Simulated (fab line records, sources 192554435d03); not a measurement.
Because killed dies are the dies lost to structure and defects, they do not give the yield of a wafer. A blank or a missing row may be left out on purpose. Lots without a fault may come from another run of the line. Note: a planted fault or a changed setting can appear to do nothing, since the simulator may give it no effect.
Split-lot study ; flow n5 finfet ; 21 wafers read from 7 lots, route of 1938 steps

ABOUT THE SPLIT
At N5_BEOL_M5_HM_DEP_02 (deposits TiN, target thk 20 nm), the setting target thk a was moved away from the recipe's 200 angstrom on 7 of the 21 wafers read, by -12.8% to +3.6%. All remaining wafers had this setting at the recipe value.

FROM THE SPLIT TO THE READING: what the file shows between them, 4 steps
- N5_BEOL_M5_COAT_59: time 60 s, resist thk 60 nm
- N5_BEOL_M5_COAT_60: time 60 s, resist thk 12 nm
- N5_BEOL_M5_STRIP_73: strips in N2/H2
- N5_BEOL_M5_STRIP_64: strips in CF4

THE READING
etch.depth nm (the simulator's own value, which no gauge read), in nm, at N5_BEOL_M5_HM_OPEN_17 (chemistry Cl2/BCl3, target TiN, target depth 20 nm, overetch 6 nm). The file gives no usual value for it. The 14 wafers here that ran the recipe average 19.97 nm, standard deviation 0.35 nm.

wafer;tool, chamber at the split;target thk a as run, angstrom;against the recipe;etch.depth nm, nm;against lot-mates on the recipe
L080.1;pvd sputter-01, -;200;recipe;19.68;-
L080.3;pvd sputter-01, -;200;recipe;20.21;-
L080.6;pvd sputter-01, -;200;recipe;20.14;-
L084.1;pvd sputter-01, -;200;recipe;20.33;-
L084.3;pvd sputter-01, -;200;recipe;19.87;-
L084.6;pvd sputter-01, -;174.4;-12.8%;18.09;-2.01
L083.2;pvd sputter-01, -;200;recipe;19.89;-
L083.4;pvd sputter-01, -;200;recipe;19.49;-
L083.6;pvd sputter-01, -;200;recipe;19.85;-
L086.1;pvd sputter-02, -;189.5;-5.2%;19.15;-0.86
L086.4;pvd sputter-02, -;189.5;-5.2%;18.94;-1.07
L086.6;pvd sputter-02, -;200;recipe;20.01;-
L090.1;pvd sputter-02, -;181.3;-9.3%;18.56;-1.79
L090.3;pvd sputter-02, -;200;recipe;20.35;-
L090.5;pvd sputter-02, -;181.3;-9.3%;18.2;-2.15
L093.2;pvd sputter-03, -;200;recipe;19.39;-
L093.3;pvd sputter-03, -;200;recipe;19.63;-
L093.5;pvd sputter-03, -;207.2;+3.6%;20.18;+0.67
L097.2;pvd sputter-01, -;200;recipe;20;-
L097.3;pvd sputter-01, -;181.8;-9.1%;17.93;-2.41
L097.5;pvd sputter-01, -;200;recipe;20.69;-

THE FIT
A straight line over all 21 wafers: etch.depth nm changes by +0.165 nm for each +1% of target thk a; r = +0.91; the points scatter about the line by 0.34 nm.
The same after taking each lot's own level away (the mean of its wafers on the recipe; 21 wafers): +0.197 nm for each +1%; r = +0.96; scatter 0.27 nm.
Per that fit: largest target thk a move, reading shift of 2.5 nm.
The lots' own levels span 19.510 to 20.350 nm, that is 2.4 times the standard deviation above.
So the lot-to-lot level changes the slope: the two fits differ.
Check: -2.8 nm against its lot-mates is what the line predicts for one of the wafers moved furthest among these (-12.8%) when that wafer is left out of the fit. It came out at -2.01 nm against them.

THE WHOLE CHAIN: every reading that the file lists as answering this split, in the file's order
step;what it does;reading;change (the file's fit);r (the file's)
N5_BEOL_M5_HM_DEP_02;deposits TiN, target thk 20 nm;TiN_of_BEOL_M5_HM_DEP_02.thk nm (the simulator's own value, which no gauge read);+0.197 nm for each +1% of the setting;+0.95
N5_BEOL_M5_HM_OPEN_17;chemistry Cl2/BCl3, target TiN, target depth 20 nm, overetch 6 nm;etch.depth nm (the simulator's own value, which no gauge read);+0.197 nm for each +1% of the setting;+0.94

THE FILE'S OWN FIT
etch.depth nm changes by +0.197 nm for each +1% of target thk a, r = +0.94.
